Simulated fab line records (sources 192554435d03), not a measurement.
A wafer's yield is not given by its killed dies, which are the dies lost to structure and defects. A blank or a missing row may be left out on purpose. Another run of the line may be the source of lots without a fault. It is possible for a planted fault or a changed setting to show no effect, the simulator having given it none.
Chamber matching / flow n5-finfet / N5_BEOL_M0_SAQP_SPACER1_ETCHBACK_99 on rie-diel-03 has 4 sister chambers
The step etches SiO2 in CHF3/O2, target depth 15.4 nm, time 7.7 s. 8 wafers are shown with their chamber, then 8 later ones without.

## EACH WAFER AND ITS CHAMBER
wafer=L081.1; chamber=2; showerhead-plenum-p-Torr (Torr)=2.46; rf-vpp-V (V)=518
wafer=L081.2; chamber=3; showerhead-plenum-p-Torr (Torr)=2.34; rf-vpp-V (V)=517
wafer=L084.5; chamber=1; showerhead-plenum-p-Torr (Torr)=2.48; rf-vpp-V (V)=531
wafer=L084.6; chamber=0; showerhead-plenum-p-Torr (Torr)=2.36; rf-vpp-V (V)=529
wafer=L091.1; chamber=2; showerhead-plenum-p-Torr (Torr)=2.45; rf-vpp-V (V)=516
wafer=L091.2; chamber=3; showerhead-plenum-p-Torr (Torr)=2.33; rf-vpp-V (V)=517
wafer=L091.3; chamber=1; showerhead-plenum-p-Torr (Torr)=2.47; rf-vpp-V (V)=531
wafer=L093.1; chamber=0; showerhead-plenum-p-Torr (Torr)=2.36; rf-vpp-V (V)=528

## WAFERS WITHOUT THEIR CHAMBER
wafer=L093.4; showerhead-plenum-p-Torr (Torr)=2.47; rf-vpp-V (V)=532
wafer=L093.5; showerhead-plenum-p-Torr (Torr)=2.36; rf-vpp-V (V)=530
wafer=L094.1; showerhead-plenum-p-Torr (Torr)=2.47; rf-vpp-V (V)=530
wafer=L094.5; showerhead-plenum-p-Torr (Torr)=2.45; rf-vpp-V (V)=517
wafer=L094.6; showerhead-plenum-p-Torr (Torr)=2.47; rf-vpp-V (V)=530
wafer=L097.3; showerhead-plenum-p-Torr (Torr)=2.47; rf-vpp-V (V)=530
wafer=L097.4; showerhead-plenum-p-Torr (Torr)=2.35; rf-vpp-V (V)=529
wafer=L097.5; showerhead-plenum-p-Torr (Torr)=2.32; rf-vpp-V (V)=516

## WHICH CHAMBER EACH ONE RAN IN
wafer=L093.4; from the rows above=1; in truth=1
wafer=L093.5; from the rows above=0; in truth=0
wafer=L094.1; from the rows above=1; in truth=1
wafer=L094.5; from the rows above=2; in truth=2
wafer=L094.6; from the rows above=1; in truth=1
wafer=L097.3; from the rows above=1; in truth=1
wafer=L097.4; from the rows above=0; in truth=0
wafer=L097.5; from the rows above=3; in truth=3
Placed correctly: 8 of 8. Can't be placed from these rows: 0. Number placed wrongly: 0.
How it was worked out, from the rows above alone: a wafer's distance from a chamber is the root of the sum, over the readings, of the square of ((its reading less the chamber's mean) divided by the reading's scatter). If the next closest chamber is less than 2 further off than the closest, the wafer can't be placed; otherwise it belongs to the closest. The mean given for a chamber averages the wafers shown for that chamber. The scatter is the square root of a quotient: the sum, over the shown wafers, of each reading's squared deviation from its chamber's mean, divided by wafers minus chambers.
